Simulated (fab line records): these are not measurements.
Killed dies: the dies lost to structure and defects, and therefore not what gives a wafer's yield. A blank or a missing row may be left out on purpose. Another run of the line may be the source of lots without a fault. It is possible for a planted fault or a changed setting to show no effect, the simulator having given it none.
Lot-split experiment / flow n5 finfet / on a route of 1938 steps: 7 lots, 39 wafers read

## ABOUT THE SPLIT
At N5_BEOL_M11_ETCH_41 (etches SiCN in CH3F/O2, target depth 42.6 nm, time 86 s), the setting time s was moved away from the recipe's 86 s on 18 of the 39 wafers read, by -39.5% to +51.4%. The other wafers ran this setting at the recipe's value.

The split's own step is where the reading is taken.

## THE READING
etch.depth nm (the simulator's own value, which no gauge read), in nm, at N5_BEOL_M11_ETCH_41 (etches SiCN in CH3F/O2, target depth 42.6 nm, time 86 s). There is no usual value for it anywhere in the file. The 21 wafers here that ran the recipe average 32.07 nm, standard deviation 0.8 nm.

wafer=L075.1; tool, chamber at the split=rie diel-04, 2; time s as run, s=86; against the recipe=recipe; etch.depth nm, nm=32.58; against lot-mates on the recipe=-
wafer=L075.2; tool, chamber at the split=rie diel-04, 3; time s as run, s=86; against the recipe=recipe; etch.depth nm, nm=31.97; against lot-mates on the recipe=-
wafer=L075.3; tool, chamber at the split=rie diel-04, 0; time s as run, s=107.1; against the recipe=+24.5%; etch.depth nm, nm=39.95; against lot-mates on the recipe=+7.80
wafer=L075.4; tool, chamber at the split=rie diel-04, 1; time s as run, s=107.1; against the recipe=+24.5%; etch.depth nm, nm=39.03; against lot-mates on the recipe=+6.88
wafer=L075.5; tool, chamber at the split=rie diel-04, 0; time s as run, s=86; against the recipe=recipe; etch.depth nm, nm=31.9; against lot-mates on the recipe=-
wafer=L075.6; tool, chamber at the split=rie diel-04, 1; time s as run, s=107.1; against the recipe=+24.5%; etch.depth nm, nm=38.79; against lot-mates on the recipe=+6.64
wafer=L078.1; tool, chamber at the split=rie diel-06, 2; time s as run, s=86; against the recipe=recipe; etch.depth nm, nm=32.73; against lot-mates on the recipe=-
wafer=L078.2; tool, chamber at the split=rie diel-06, 0; time s as run, s=86; against the recipe=recipe; etch.depth nm, nm=32.3; against lot-mates on the recipe=-
wafer=L078.3; tool, chamber at the split=rie diel-06, 3; time s as run, s=52.04; against the recipe=-39.5%; etch.depth nm, nm=19.06; against lot-mates on the recipe=-13.53
wafer=L078.4; tool, chamber at the split=rie diel-06, 1; time s as run, s=52.04; against the recipe=-39.5%; etch.depth nm, nm=18.9; against lot-mates on the recipe=-13.69
wafer=L078.5; tool, chamber at the split=rie diel-06, 1; time s as run, s=52.04; against the recipe=-39.5%; etch.depth nm, nm=18.73; against lot-mates on the recipe=-13.86
wafer=L078.6; tool, chamber at the split=rie diel-06, 2; time s as run, s=86; against the recipe=recipe; etch.depth nm, nm=32.74; against lot-mates on the recipe=-
wafer=L079.2; tool, chamber at the split=rie diel-06, 3; time s as run, s=86; against the recipe=recipe; etch.depth nm, nm=31.59; against lot-mates on the recipe=-
wafer=L079.3; tool, chamber at the split=rie diel-06, 2; time s as run, s=86; against the recipe=recipe; etch.depth nm, nm=33.1; against lot-mates on the recipe=-
wafer=L079.6; tool, chamber at the split=rie diel-06, 1; time s as run, s=86; against the recipe=recipe; etch.depth nm, nm=31.17; against lot-mates on the recipe=-
wafer=L086.1; tool, chamber at the split=rie diel-03, 0; time s as run, s=86; against the recipe=recipe; etch.depth nm, nm=33.24; against lot-mates on the recipe=-
wafer=L086.2; tool, chamber at the split=rie diel-03, 2; time s as run, s=86; against the recipe=recipe; etch.depth nm, nm=33.26; against lot-mates on the recipe=-
wafer=L086.3; tool, chamber at the split=rie diel-03, 3; time s as run, s=86; against the recipe=recipe; etch.depth nm, nm=31.9; against lot-mates on the recipe=-
wafer=L086.4; tool, chamber at the split=rie diel-03, 1; time s as run, s=62.55; against the recipe=-27.3%; etch.depth nm, nm=22.5; against lot-mates on the recipe=-10.30
wafer=L086.5; tool, chamber at the split=rie diel-03, 1; time s as run, s=62.55; against the recipe=-27.3%; etch.depth nm, nm=22.48; against lot-mates on the recipe=-10.32
wafer=L086.6; tool, chamber at the split=rie diel-03, 0; time s as run, s=62.55; against the recipe=-27.3%; etch.depth nm, nm=24.22; against lot-mates on the recipe=-8.58
wafer=L092.1; tool, chamber at the split=rie diel-04, 0; time s as run, s=86; against the recipe=recipe; etch.depth nm, nm=31.81; against lot-mates on the recipe=-
wafer=L092.2; tool, chamber at the split=rie diel-04, 2; time s as run, s=130.2; against the recipe=+51.4%; etch.depth nm, nm=50.22; against lot-mates on the recipe=+18.66
wafer=L092.3; tool, chamber at the split=rie diel-04, 3; time s as run, s=130.2; against the recipe=+51.4%; etch.depth nm, nm=47.35; against lot-mates on the recipe=+15.79
wafer=L092.4; tool, chamber at the split=rie diel-04, 1; time s as run, s=86; against the recipe=recipe; etch.depth nm, nm=31.33; against lot-mates on the recipe=-
wafer=L092.5; tool, chamber at the split=rie diel-04, 3; time s as run, s=86; against the recipe=recipe; etch.depth nm, nm=31.54; against lot-mates on the recipe=-
wafer=L092.6; tool, chamber at the split=rie diel-04, 0; time s as run, s=130.2; against the recipe=+51.4%; etch.depth nm, nm=48.51; against lot-mates on the recipe=+16.95
wafer=L093.1; tool, chamber at the split=rie diel-03, 1; time s as run, s=86; against the recipe=recipe; etch.depth nm, nm=30.65; against lot-mates on the recipe=-
wafer=L093.2; tool, chamber at the split=rie diel-03, 0; time s as run, s=52.08; against the recipe=-39.4%; etch.depth nm, nm=19.82; against lot-mates on the recipe=-12.02
wafer=L093.3; tool, chamber at the split=rie diel-03, 3; time s as run, s=86; against the recipe=recipe; etch.depth nm, nm=31.69; against lot-mates on the recipe=-
wafer=L093.4; tool, chamber at the split=rie diel-03, 2; time s as run, s=86; against the recipe=recipe; etch.depth nm, nm=33.19; against lot-mates on the recipe=-
wafer=L093.5; tool, chamber at the split=rie diel-03, 2; time s as run, s=52.08; against the recipe=-39.4%; etch.depth nm, nm=20.01; against lot-mates on the recipe=-11.83
wafer=L093.6; tool, chamber at the split=rie diel-03, 3; time s as run, s=52.08; against the recipe=-39.4%; etch.depth nm, nm=19.13; against lot-mates on the recipe=-12.71
wafer=L095.1; tool, chamber at the split=rie diel-06, 0; time s as run, s=128.2; against the recipe=+49.1%; etch.depth nm, nm=48.13; against lot-mates on the recipe=+16.53
wafer=L095.2; tool, chamber at the split=rie diel-06, 1; time s as run, s=86; against the recipe=recipe; etch.depth nm, nm=31.09; against lot-mates on the recipe=-
wafer=L095.3; tool, chamber at the split=rie diel-06, 2; time s as run, s=128.2; against the recipe=+49.1%; etch.depth nm, nm=48.29; against lot-mates on the recipe=+16.69
wafer=L095.4; tool, chamber at the split=rie diel-06, 1; time s as run, s=86; against the recipe=recipe; etch.depth nm, nm=30.91; against lot-mates on the recipe=-
wafer=L095.5; tool, chamber at the split=rie diel-06, 0; time s as run, s=128.2; against the recipe=+49.1%; etch.depth nm, nm=47.95; against lot-mates on the recipe=+16.35
wafer=L095.6; tool, chamber at the split=rie diel-06, 2; time s as run, s=86; against the recipe=recipe; etch.depth nm, nm=32.81; against lot-mates on the recipe=-

FIT RESULTS
A straight line over all 39 wafers: etch.depth nm changes by +0.323 nm for each +1% of time s; r = +1.00; the points scatter about the line by 0.79 nm.
The same after taking each lot's own level away (the mean of its wafers on the recipe; 39 wafers): +0.332 nm for each +1%; r = +1.00; scatter 0.82 nm.
That fit puts the effect of the largest move of time s on the reading at 17 nm.
From 31.560 to 32.800 nm: that is the span of the lots' own levels, equal to 1.6 times the standard deviation above.
Consequently the slope shifts little with the lot-to-lot level, the two slopes agreeing.
Check: with one of the wafers moved furthest among these (+51.4%) left out of the fit, the line predicts +16.7 nm for it against its lot-mates. It came out at +18.7 nm against them.

## THE OTHER SPLITS THESE WAFERS WENT THROUGH
These wafers also went through other splits before the reading. Each is held against what the fit with the lots' levels taken away leaves over:
other split on the same wafers=N5_ZERO_LAYER_DEVELOP_10 develop time s; wafers away from the commonest value=15; r with etch.depth nm (lot level and that fit taken away)=+0.09
other split on the same wafers=N5_FIN_SAQP_ETCH_65 time s; wafers away from the commonest value=15; r with etch.depth nm (lot level and that fit taken away)=+0.01
other split on the same wafers=N5_MOL_CONTACT_COAG_PRECLEAN_111 time s; wafers away from the commonest value=12; r with etch.depth nm (lot level and that fit taken away)=-0.09
other split on the same wafers=N5_BEOL_M7_CVD_78 target thk a; wafers away from the commonest value=12; r with etch.depth nm (lot level and that fit taken away)=-0.29

## THE FILE'S OWN FIT
etch.depth nm changes by +0.332 nm for each +1% of time s, r = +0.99.
